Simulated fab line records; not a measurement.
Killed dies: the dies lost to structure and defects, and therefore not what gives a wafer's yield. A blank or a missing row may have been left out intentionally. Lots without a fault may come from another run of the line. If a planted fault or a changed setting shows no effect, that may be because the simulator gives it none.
Comparing a struck lot with a sound one -- flow n5 finfet -- 40 steps out of a route of 1938
Sound: the wafers L877.1, L877.2, L877.6. Struck: wafer L889.4. (L889.6 of the same lot was not struck and is left out.) The cause comes at the end.
At each step with rows: each side's tool, then ch and its chambers, then its first start. Under that, the readings that differ: sound wafers -- struck wafers -- difference of the means -- sigmas: that difference in standard deviations of wafers without a fault.
alike: words and numbers the same on both sides, and readings whose means are apart by under 2 such deviations; not compared: readings that were withheld, readings missing a value for some wafer, numbers with overlapping values and no deviation given by the record, and bounds like >300 which may hide the same value.
A row with sigmas, a row that says differs or no value, or rows on one side alone: a step with any of these is where the two part. Non-overlapping numbers with no deviation appear without sigmas and do not part them. A reading that every wafer of one side lacks parts them only if that side has two wafers or more.

first, 12 steps without rows for these wafers: N5_SDB_STRIP_19 (strips in N2/H2); N5_SDB_STRIP_21 (strips in CF4); N5_SDB_HM_OPEN_20 (chemistry CH3F/O2, target SiNx, stops on poly-Si, target depth 24 nm); N5_SDB_STRIP_22 (strips in N2/H2); N5_SDB_PRECLEAN_23 (cleans in dHF, time 30 s); N5_SDB_DUMMY_REMOVE_24 (chemistry TMAH, target poly-Si, stops on SiO2, target depth 142 nm, time 57 s, rinse time 30 s); N5_SDB_ETCH_25 (etches SiO2 in C4F6/O2, target depth 10 nm, time 3.3 s); N5_SDB_CUT_ETCH_26 (etches Si in HBr/Cl2/O2, target depth 129.6 nm, bt time 20 s, time 51.8 s); N5_SDB_PRECLEAN_38 (cleans in dHF, time 10 s); N5_SDB_PRECLEAN_39 (cleans in O3/DIW, time 45 s); N5_SDB_SRD_28 (time 30 s); N5_SDB_ALD_29 (deposits SiNx, target thk 30 nm, pulse time 1 s, ald cycles 600).
N5_SDB_CMP_30: polishes, stops on poly-Si, t overpolish 1.54 s, target thk 30 nm.
  sound on cmp-01 ch 1,2, day 7 01:47; struck on cmp-01 ch 1, day 9 16:28
reading,sound,struck,difference,sigmas
time to endpoint s (s),18.5 20.7 18.8,8.3,-11.0,-6
model.a-Si_of_DUMMY_GATE_CVD_03.thk nm (nm),64.2 65 65.4,61.2,-3.7,
model.SiNx_of_SDB_ALD_29.thk nm (nm),29.8 29.8 30,27,-3,
  alike: motor current A, overpolish run s
N5_SDB_THK_MEAS_31:
  sound: film metro-01 at day 7 02:15; struck: film metro-01 at day 9 16:41
reading,sound,struck,difference,sigmas
SDB_THK (nm),64.3 65.0 65.3,61.1,-3.8,-4
then, 23 steps without rows for these wafers: N5_DUMMY_REMOVAL_HM_STRIP_01 (strips SiNx in CH3F/O2, stops on poly-Si, target depth 4 nm, time 6.8 s); N5_DUMMY_REMOVAL_STRIP_10 (strips in N2/H2, time 40 s); N5_DUMMY_REMOVAL_PRECLEAN_07 (cleans in dHF, time 30 s); N5_DUMMY_REMOVAL_DUMMY_REMOVE_02 (chemistry TMAH, target poly-Si, stops on SiO2, target depth 142 nm, time 57 s, rinse time 30 s); N5_DUMMY_REMOVAL_PRECLEAN_08 (cleans in NF3:NH3, afs cycles 2, time 20 s, sublimation time 60 s); N5_DUMMY_REMOVAL_PRECLEAN_04 (cleans in DHF, time 37 s); N5_DUMMY_REMOVAL_SRD_05 (time 30 s); N5_HKMG_FIN_IL_REGROW_00 (material SiO2, chemistry O3, target thk 0.75 nm, time 30 s); N5_HKMG_FIN_HK_ALD_01 (deposits HfO2, target thk 1.6 nm, pulse time 3 s, purge time 3 s); N5_HKMG_FIN_HK_ANNEAL_02 (time 30 s); N5_HKMG_FIN_ALD_74 (deposits La2O3, target thk 0.5 nm, pulse time 6 s, co reactant pulse time 1 s); N5_HKMG_FIN_ALD_75 (deposits Al2O3, target thk 1 nm, co reactant pulse time 1 s); N5_HKMG_FIN_COAT_41 (time 60 s, resist thk 300 nm); N5_HKMG_FIN_COAT_42 (time 60 s, resist thk 35 nm); N5_HKMG_FIN_COAT_43 (resist thk 90 nm); N5_HKMG_FIN_EBR_45; N5_HKMG_FIN_SOFTBAKE_44 (time 60 s); N5_HKMG_FIN_EXPOSE_46 (exposes mask NDIPOLE); N5_HKMG_FIN_PEB_47 (peb time 60 s); N5_HKMG_FIN_DEVELOP_48 (develop time 30 s); N5_HKMG_FIN_DESCUM_53 (chemistry O2, time 7.9 s); N5_HKMG_FIN_ETCH_54 (etches SiARC in CF4, target depth 45.5 nm, time 75.8 s); N5_HKMG_FIN_ETCH_55 (etches SOC in N2/H2, target depth 240 nm, time 300 s).
N5_GATE_CUT_ETCH_58: etches SiNx in CH3F/O2, target depth 17 nm, time 128.6 s.
  sound on rie diel-03 ch 0,1,3, day 7 13:46; struck on rie diel-05 ch 1, day 10 02:55
reading,sound,struck,difference,sigmas
model.SiNx_of_SDB_ALD_29.thk nm (nm),24.4 24.4 24.6,22.2,-2.3,
  alike: drypump motor current A, oes product au, rf vpp V, showerhead plenum p Torr, throttle valve pct
  not compared: rf hours counter h
-- record jumps: 4 days separate the struck wafers' starts on either side; left off in module GATE_CUT, taken up again in module BEOL_M4, whose first shown step is the route's number 1111 --
N5_BEOL_M4_RC_MEAS_101:
  sound on prober-02 ch 0, day 10 20:58; struck on prober-02 ch 0, day 13 20:43
reading,sound,struck,difference,sigmas
SS_N (mV/dec),71.4 72.4 72.0,70.9,-1.0,-2
  alike: DIBL_N, DIBL_P, IOFF_N, IOFF_P, ION_N, ION_P, SS_P, VT_N, VT_P
next, for these wafers, 1 step has no rows: N5_PASSIVATION_PROBE_49.

WHERE THEY PART
Last at N5_BEOL_M4_RC_MEAS_101 as far as this record goes, first at N5_SDB_CMP_30.

WHY: whatever the simulator had introduced
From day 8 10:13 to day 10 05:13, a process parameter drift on cmp-01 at N5_SDB_CMP_30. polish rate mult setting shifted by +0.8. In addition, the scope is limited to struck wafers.
